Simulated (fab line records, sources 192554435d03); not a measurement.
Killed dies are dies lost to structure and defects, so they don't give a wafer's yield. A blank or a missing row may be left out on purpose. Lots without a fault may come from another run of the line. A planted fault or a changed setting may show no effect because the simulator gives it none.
Chamber matching | flow n5_finfet | N5_BEOL_M4_STRIP_19 on rie_diel-03: 4 sister chambers
The step strips in O2. 4 wafers are shown with their chamber, then 7 later ones without.

WAFERS WITH THEIR CHAMBER
wafer  | chamber | showerhead_plenum_p_Torr (Torr)
L074.5 | 2       | 2.01
L082.4 | 3       | 2.20
L089.1 | 0       | 2.03
L089.3 | 1       | 2.24

WAFERS WITHOUT THEIR CHAMBER
wafer  | showerhead_plenum_p_Torr (Torr)
L089.4 | 2.19
L093.2 | 2.03
L093.3 | 2.24
L093.5 | 2.24
L092.4 | 2.19
L092.5 | 2.03
L092.6 | 2.24

WHICH CHAMBER EACH WENT THROUGH
wafer  | from the rows above | in truth
L089.4 | 3                   | 3
L093.2 | 0                   | 0
L093.3 | 1                   | 1
L093.5 | 1                   | 1
L092.4 | 3                   | 3
L092.5 | 0                   | 0
L092.6 | 1                   | 1
Placed correctly: 7 of 7. Can't be placed from these rows: 0. Placed wrongly: 0.
How it was worked out, from the rows above alone: a wafer's distance from a chamber is the root of the sum, over the readings, of the square of ((its reading less the chamber's mean) divided by the reading's scatter). The wafer belongs to the nearest chamber; if the next one is less than 2 further off, it can't be placed. A chamber's mean is the mean of its shown wafers. The scatter: with one shown wafer a chamber, the root of the mean of the squares of how far each hidden wafer lies from its nearest shown one.
